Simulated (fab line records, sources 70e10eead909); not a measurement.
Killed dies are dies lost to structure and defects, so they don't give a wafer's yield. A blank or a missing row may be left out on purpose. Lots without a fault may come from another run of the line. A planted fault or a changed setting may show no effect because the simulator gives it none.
Chamber matching | flow nand_harc | NHARC_P_BONDPAD_STRIP_15 on rie_diel-12: 4 sister chambers
The step strips in O2. 18 wafers are shown with their chamber, then 9 later ones without.

WAFERS WITH THEIR CHAMBER
wafer  | chamber | drypump_motor_current_A (A) | oes_product_au (a.u.) | rf_vpp_V (V)
L074.1 | 0       | 6.2                         | 1.012                 | 58.2
L074.4 | 2       | 5.1                         | 1.006                 | 57.3
L074.6 | 0       | 6.2                         | 1.000                 | 59.0
L075.2 | 1       | 5.6                         | 1.003                 | 57.4
L075.5 | 2       | 5.1                         | 1.002                 | 58.1
L075.6 | 3       | 5.7                         | 0.999                 | 58.6
L076.2 | 2       | 5.1                         | 1.008                 | 57.1
L076.5 | 3       | 5.7                         | 0.996                 | 58.4
L076.6 | 0       | 6.2                         | 1.007                 | 59.4
L077.2 | 3       | 5.7                         | 0.991                 | 57.4
L077.4 | 1       | 5.6                         | 1.000                 | 56.5
L077.6 | 3       | 5.7                         | 0.991                 | 57.8
L081.2 | 0       | 6.2                         | 1.004                 | 57.6
L081.3 | 2       | 5.1                         | 1.011                 | 59.4
L081.5 | 1       | 5.6                         | 0.996                 | 57.7
L089.1 | 0       | 6.2                         | 1.007                 | 58.9
L089.3 | 3       | 5.7                         | 0.971                 | 56.9
L089.6 | 3       | 5.8                         | 0.969                 | 60.0

SIGNATURES (means of the wafers above)
reading                 | chamber 0 | chamber 1 | chamber 2 | chamber 3 | scatter within a chamber
drypump_motor_current_A | 6.200     | 5.600     | 5.100     | 5.717     | 0.0244
oes_product_au          | 1.00600   | 0.99967   | 1.00675   | 0.98617   | 0.00836
rf_vpp_V                | 58.620    | 57.200    | 57.975    | 58.183    | 0.927
Rule: a wafer's distance from a chamber is the root of the sum, over the readings, of the square of ((its reading less the chamber's mean) divided by the reading's scatter). The wafer belongs to the nearest chamber; if the next one is less than 2 further off, it can't be placed. The scatter: the root of (the sum of the squares of (reading less its chamber's mean) over the shown wafers, divided by (wafers less chambers)).

WAFERS WITHOUT THEIR CHAMBER
wafer  | drypump_motor_current_A (A) | oes_product_au (a.u.) | rf_vpp_V (V)
L093.2 | 5.7                         | 0.971                 | 58.6
L093.3 | 6.3                         | 0.994                 | 56.4
L093.6 | 6.2                         | 0.996                 | 58.4
L094.1 | 5.7                         | 0.984                 | 58.0
L094.3 | 5.6                         | 1.012                 | 57.8
L094.4 | 6.2                         | 1.005                 | 58.3
L096.2 | 6.2                         | 1.005                 | 57.9
L096.3 | 5.1                         | 1.036                 | 57.8
L096.4 | 5.6                         | 1.017                 | 55.7

WHICH CHAMBER EACH WENT THROUGH
wafer  | from the rows above | in truth
L093.2 | 3                   | 3
L093.3 | 0                   | 0
L093.6 | 0                   | 0
L094.1 | 3                   | 3
L094.3 | 1                   | 1
L094.4 | 0                   | 0
L096.2 | 0                   | 0
L096.3 | 2                   | 2
L096.4 | 1                   | 1
Placed correctly: 9 of 9. Can't be placed from these rows: 0. Placed wrongly: 0.
